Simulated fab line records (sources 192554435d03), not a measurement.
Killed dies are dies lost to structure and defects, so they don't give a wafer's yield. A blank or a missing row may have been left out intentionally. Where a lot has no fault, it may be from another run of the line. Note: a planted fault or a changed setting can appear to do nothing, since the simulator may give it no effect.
Chamber matching | flow n5Finfet | N5_SD_EPI_P_ETCH_36 on rieDiel-03: 4 sister chambers
The step etches SiARC in CF4, target depth 45.5 nm, time 75.8 s. 4 wafers are shown with their chamber, then 9 later ones without.

## WAFERS PAIRED WITH THEIR CHAMBERS
wafer  | chamber | drypumpMotorCurrentA (A)
L088.5 | 0       | 6.2
L089.3 | 3       | 5.4
L089.4 | 1       | 5.2
L089.5 | 2       | 5.8

## WAFERS MISSING THEIR CHAMBER
wafer  | drypumpMotorCurrentA (A)
L090.2 | 5.2
L090.3 | 6.3
L090.4 | 5.4
L091.1 | 5.7
L091.3 | 5.1
L091.6 | 5.8
L094.1 | 6.2
L094.2 | 5.1
L094.3 | 5.5

## CHAMBER TAKEN BY EACH
wafer  | from the rows above | in truth
L090.2 | 1                   | 1
L090.3 | 0                   | 0
L090.4 | 3                   | 3
L091.1 | 2                   | 2
L091.3 | 1                   | 1
L091.6 | 2                   | 2
L094.1 | 0                   | 0
L094.2 | 1                   | 1
L094.3 | 3                   | 3
Placed correctly: 9 of 9. Can't be placed from these rows: 0. 0 placed wrongly.
How it was worked out, from the rows above alone: a wafer's distance from a chamber is the root of the sum, over the readings, of the square of ((its reading less the chamber's mean) divided by the reading's scatter). The wafer belongs to the nearest chamber; if the next one is less than 2 further off, it can't be placed. For every chamber, the mean is computed from those of its wafers that are shown. The scatter: with one shown wafer a chamber, the root of the mean of the squares of how far each hidden wafer lies from its nearest shown one.
